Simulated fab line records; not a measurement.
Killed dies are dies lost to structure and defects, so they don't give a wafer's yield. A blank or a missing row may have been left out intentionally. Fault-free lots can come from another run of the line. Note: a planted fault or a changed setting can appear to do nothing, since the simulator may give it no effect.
Comparing a struck lot with a sound one :: flow n5_finfet :: 16 out of 1938 route steps
Sound: the wafers L944.2, L944.3, L944.5. Struck: wafers L941.3, L941.5 (left out: L941.4, a lot-mate that was not struck); the cause follows at the end.
Per side, at each step with rows, come the tool, then ch with its chambers, and then its first start. Under that, the readings that differ: sound wafers :: struck wafers :: difference of the means :: sigmas: that difference in standard deviations of wafers without a fault.
alike: readings whose means differ by less than 2 such deviations, and words and numbers that are the same on both sides. not compared: withheld readings, readings that some wafer has no value for, bounds like >300 that may hide the same value, and numbers for which the record gives no deviation and whose values overlap.
Wherever a step has rows on one side only, a row that says differs or no value, or a row with sigmas, the two part there. When numbers do not overlap yet have no deviation, they are printed without sigmas and do not part them. A reading missing from all wafers of one side parts the sides only when that side holds two or more wafers.

first, 4 steps without rows for these wafers: N5_BEOL_M3_SOFTBAKE_23 (time 60 s); N5_BEOL_M3_EXPOSE_25 (exposes mask V2, defocus 5 nm); N5_BEOL_M3_PEB_26 (peb time 60 s); N5_BEOL_M3_DEVELOP_27 (develop time 30 s).
N5_BEOL_M3_CD_MEAS_28: target cd 25.7 nm, target cd y 23.3 nm.
  sound on cd_sem-03 ch 0, day 11 02:08; struck on cd_sem-01 ch 0, day 10 03:43
  alike: cd_nm
N5_BEOL_M3_OVL_MEAS_29:
  sound on overlay-02 ch 0, day 11 02:10; struck on overlay-02 ch 0, day 10 03:45
  alike: V2_OVL
N5_BEOL_M3_INSPECT_30: inspects for defects (brightfield).
  sound: defect_inspect-01 at day 11 02:14; struck: defect_inspect-02 at day 10 03:47
  alike: raw_defect_count
N5_BEOL_M3_DESCUM_33: chemistry O2, time 7 s.
  sound on rie_diel-02 ch 0,2,3, day 11 02:16; struck on rie_diel-06 ch 2,3, day 10 03:50
  alike: bias_power_w, drypump_motor_current_A, oes_product_au, rf_vpp_V, showerhead_plenum_p_Torr, throttle_valve_pct
  not compared: rf_hours_counter_h
N5_BEOL_M3_ETCH_77: etches underlayer in N2/H2, target depth 6.5 nm, time 5.2 s.
  sound on rie_diel-02 ch 0,2,3, day 11 02:17; struck on rie_diel-06 ch 2,3, day 10 03:52
  alike: drypump_motor_current_A, etch_rf_on_time_s, oes_product_au, rf_vpp_V, showerhead_plenum_p_Torr, throttle_valve_pct
  not compared: rf_hours_counter_h
N5_BEOL_M3_ETCH_69: etches SiARC in CF4, target depth 15.6 nm, time 26 s.
  sound on rie_diel-02 ch 0,2,3, day 11 02:19; struck on rie_diel-06 ch 2,3, day 10 03:53
  alike: drypump_motor_current_A, etch_rf_on_time_s, oes_product_au, rf_vpp_V, showerhead_plenum_p_Torr, throttle_valve_pct
  not compared: rf_hours_counter_h
N5_BEOL_M3_ALD_98: deposits SiO2, target thk 2.5 nm, pulse time 1 s, co reactant pulse time 1 s.
  sound on ald_sin-03 ch 0,1,2, day 11 02:24; struck on ald_sin-02 ch 2,3, day 10 03:58
  alike: heater_power_w, precursor_pulse_height_rel, susceptor_temp_C
N5_BEOL_M3_ETCHBACK_99: etches SiO2 in CHF3, target depth 5 nm, time 10.4 s.
  sound on rie_diel-02 ch 1,3, day 11 07:05; struck on rie_diel-06 ch 0,3, day 10 10:46
  alike: drypump_motor_current_A, oes_f_703_au, oes_product_au, rf_vpp_V, showerhead_plenum_p_Torr, throttle_valve_pct
  not compared: rf_hours_counter_h
N5_BEOL_M3_ETCH_70: etches SOC in N2/H2, target depth 80 nm, overetch 16 nm, time 120 s.
  sound on rie_diel-02 ch 1,3, day 11 07:08; struck on rie_diel-06 ch 0,3, day 10 10:48
reading: model.SiARC_of_BEOL_M3_COAT_68.thk_nm (nm)
sound: 6.6 6.2 6.4
struck: 8 8.2
difference: +2
sigmas: 
  alike: drypump_motor_current_A, oes_product_au, rf_vpp_V, showerhead_plenum_p_Torr, throttle_valve_pct
  not compared: rf_hours_counter_h
then, 1 step without rows for these wafers: N5_BEOL_M3_STRIP_71 (strips in N2/H2).
N5_BEOL_M4_RC_MEAS_101:
  sound on prober-01 ch 0, day 12 00:04; struck on prober-01 ch 0, day 11 06:20
  alike: DIBL_N, DIBL_P, IOFF_N, IOFF_P, ION_N, ION_P, SS_N, SS_P, VT_N, VT_P
following that, these wafers have no rows for 1 step: N5_PASSIVATION_PROBE_49.

WHERE THEY PART
Nowhere in this record.

WHY: what the simulator had put in
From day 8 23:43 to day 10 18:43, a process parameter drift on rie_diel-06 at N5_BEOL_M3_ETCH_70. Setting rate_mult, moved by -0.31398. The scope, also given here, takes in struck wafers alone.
